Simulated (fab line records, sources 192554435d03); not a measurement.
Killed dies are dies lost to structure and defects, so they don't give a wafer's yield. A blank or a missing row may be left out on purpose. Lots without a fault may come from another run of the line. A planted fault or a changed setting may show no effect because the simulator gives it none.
One fault seen from 3 desks | flow n5_finfet | each desk has only its own numbers; what lay behind them comes last

THE METROLOGY DESK
What the gauges read, lot by lot, whatever tool the lot ran on: means of the sampled wafers that have a number. A lot is out of limits, marked OUT, if its mean lies more than 4 standard deviations from the usual mean; the brackets give that distance. Of its 11 readings 7 are shown: the one that was out of limits first, and those that lie furthest out on some lot.
Columns: A = cd_nm at N5_WELL_APT_CD_MEAS_25, usual 200.0 nm; B = DIBL_N at N5_BEOL_M4_RC_MEAS_101, usual 36.3 mV/V; C = IOFF_P at N5_BEOL_M4_RC_MEAS_101, usual 0.22 nA/um; D = ION_N at N5_BEOL_M4_RC_MEAS_101, usual 675 uA/um; E = SS_P at N5_BEOL_M4_RC_MEAS_101, usual 73.3 mV/dec; F = VT_N at N5_BEOL_M4_RC_MEAS_101, usual 250 mV; G = VT_P at N5_BEOL_M4_RC_MEAS_101, usual -250 mV
lot  | first seen here | A                | B    | C    | D   | E    | F   | G
L107 | day 1 15:21     | 203.2            | 34.5 | 0.19 | 670 | 72.3 | 252 | -253
L109 | day 2 02:52     | 198.5            | 36.1 | 0.18 | 671 | 72.9 | 251 | -254
L110 | day 2 09:01     | 199.8            | 36.7 | 0.20 | 679 | 73.5 | 253 | -251
L111 | day 2 15:20     | 200.5            | 36.9 | 0.21 | 674 | 73.6 | 249 | -249
L116 | day 3 21:01     | 194.4            | 36.7 | 0.20 | 679 | 73.3 | 249 | -252
L117 | day 4 03:26     | 192.4 (-4.2) OUT | 37.6 | 0.25 | 681 | 73.3 | 247 | -247
L122 | day 5 09:28     | 201.3            | 34.4 | 0.19 | 661 | 73.6 | 254 | -252
L124 | day 5 21:11     | 201.9            | 35.5 | 0.20 | 676 | 73.7 | 250 | -248
L127 | day 6 15:04     | 199.5            | 36.1 | 0.26 | 689 | 73.0 | 245 | -245
This desk's finding: out of limits on L117; first on L117, day 4 03:26 (cd_nm at N5_WELL_APT_CD_MEAS_25). In limits: L107, L109, L110, L111, L116, L122, L124, L127.

THE TOOL OWNER'S DESK: litho_track-01
The tool's own readings at N5_WELL_APT_PEB_23 (peb time 90 s): means of the sampled wafers that have a number, for each lot that ran on this tool. A lot is out of limits, marked OUT, if its mean lies more than 4 standard deviations from the usual mean; the brackets give that distance.
Columns: A = heater_power_total_W at N5_WELL_APT_PEB_23, usual 172.4 W; B = plate_temp_C at N5_WELL_APT_PEB_23, usual 130.01 C
lot  | first seen here | A     | B
L107 | day 1 15:14     | 172.5 | 130.20
L109 | day 2 02:44     | 172.6 | 129.84
L111 | day 2 15:13     | 173.0 | 130.13
L116 | day 3 20:54     | 170.5 | 129.00 (-7.8) OUT
L117 | day 4 03:19     | 171.1 | 128.91 (-8.5) OUT
This desk's finding: out of limits on L116, L117; first on L116, day 3 20:54 (plate_temp_C at N5_WELL_APT_PEB_23). In limits: L107, L109, L111.

THE DEFECT DESK
What the inspections along the route counted, lot by lot: means of the sampled wafers that have a number. A lot is out of limits, marked OUT, if its mean lies more than 4 standard deviations from the usual mean; the brackets give that distance.
Columns: A = raw_defect_count at N5_WELL_APT_INSPECT_27, usual 2.1
lot  | first seen here | A
L107 | day 1 15:25     | 2.7
L109 | day 2 02:55     | 2.3
L110 | day 2 09:04     | 2.7
L111 | day 2 15:23     | 2.7
L116 | day 3 21:04     | 1.3
L117 | day 4 03:29     | 3.0
L122 | day 5 09:33     | 1.7
L124 | day 5 21:14     | 1.0
L127 | day 6 15:07     | 1.7
This desk's finding: nothing out of limits on any of the 9 lots.

PUT TOGETHER
The tool owner's desk could have raised an alarm at day 3 20:54, on L116, L117.
The metrology desk could have raised an alarm at day 4 03:26, on L117.
The defect desk saw nothing out of limits.
The metrology desk has L116 on record, within its limits.
The defect desk has L116, L117 on record, within its limits.
Of the lots named, all ran N5_WELL_APT_PEB_23 on litho_track-01.

WHAT THE SIMULATOR HAD PUT IN
Process parameter drift: litho_track-01, from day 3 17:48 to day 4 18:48, at N5_WELL_APT_PEB_23. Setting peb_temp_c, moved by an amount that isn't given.
Lots struck among those shown: L116, L117.
Hours from the fault's start to each desk's first reading out of limits: the tool owner's desk, 3; the metrology desk, 10.
